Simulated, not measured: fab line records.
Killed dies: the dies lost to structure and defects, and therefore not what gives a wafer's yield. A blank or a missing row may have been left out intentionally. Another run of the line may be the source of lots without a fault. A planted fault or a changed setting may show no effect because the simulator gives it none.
A struck lot beside a sound one ; flow nandHarc ; 16 out of 1159 route steps
Sound: wafers L877.1, L877.3, L877.5. Struck: wafer L884.6 (L884.3, L884.5, from the same lot, were not struck and are left out); the cause is given at the end.
For every step that has rows: the tool of each side, followed by ch and its chambers, followed by its first start. Under that, the readings that differ: sound wafers ; struck wafers ; difference of the means ; sigmas: that difference in standard deviations of wafers without a fault.
alike: readings with means less than 2 such deviations apart, plus words and numbers identical on both sides. not compared: withheld readings, readings lacking a value on some wafer, bounds such as >300 that could conceal the same value, and numbers that have no deviation in the record and whose values overlap.
A row with sigmas, a row that says differs or no value, or rows on one side alone: a step with any of these is where the two part. Numbers that don't overlap but have no deviation are shown without sigmas and don't part them. Lack of a reading on every wafer of one side parts them only where that side has two or more wafers.

NHARC_P_START_INSPECT_01:
  sound on defectInspect-02 at day 2 18:02; struck on defectInspect-01 at day 4 12:02
  alike: rawDefectCount
then, 10 steps without rows for these wafers: NHARC_P_ZERO_WELL_PRECLEAN_00 (cleans in SPM, time 600 s); NHARC_P_ZERO_WELL_SRD_01; NHARC_P_ZERO_WELL_PECVD_02 (deposits SiO2, target thk 10 nm); NHARC_P_ZERO_WELL_DEHYDRATE_03 (time 120 s); NHARC_P_ZERO_WELL_HMDS_04 (time 30 s); NHARC_P_ZERO_WELL_COAT_64 (time 65 s); NHARC_P_ZERO_WELL_COAT_05 (resist thk 600 nm); NHARC_P_ZERO_WELL_SOFTBAKE_06 (time 70 s); NHARC_P_ZERO_WELL_EBR_07; NHARC_P_ZERO_WELL_EXPOSE_08 (exposes mask P ZERO, target cd 500 nm).
NHARC_P_ZERO_WELL_PEB_09: peb time 80 s.
  sound on lithoTrack-02 ch 0, day 2 19:10; struck on lithoTrack-02 ch 0, day 4 13:10
reading;sound;struck;difference;sigmas
plateTempC (C);127.87 128.09 127.70;128.27;+0.38;+3
then, 1 step without rows for these wafers: NHARC_P_ZERO_WELL_DEVELOP_10 (time 50 s).
NHARC_P_ZERO_WELL_CD_MEAS_11: target cd 500 nm.
  sound on cdSem-03 ch 0, day 2 19:15; struck on cdSem-03 ch 0, day 4 13:15
reading;sound;struck;difference;sigmas
cdNm (nm);498.0 500.4 497.4;505.4;+6.8;+4
then, 1 step without rows for these wafers: NHARC_P_ZERO_WELL_HARDBAKE_12 (time 65 s).
-- jump in the record: it breaks off in module P_ZERO_WELL and resumes in module END (first step shown: number 1159 of the route), and 18 days separate the struck wafers' starts before and after --
NHARC_END_SORT_01:
  only the struck wafers appear in the record here, on prober-02 ch 0 at day 22 17:26; the sound ones have no rows

WHERE THEY PART
Last at NHARC_END_SORT_01 as far as this record goes, first at NHARC_P_ZERO_WELL_PEB_09.

WHY: the cause the simulator had injected
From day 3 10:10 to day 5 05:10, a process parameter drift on lithoTrack-02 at NHARC_P_ZERO_WELL_PEB_09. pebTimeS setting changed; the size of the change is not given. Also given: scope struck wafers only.
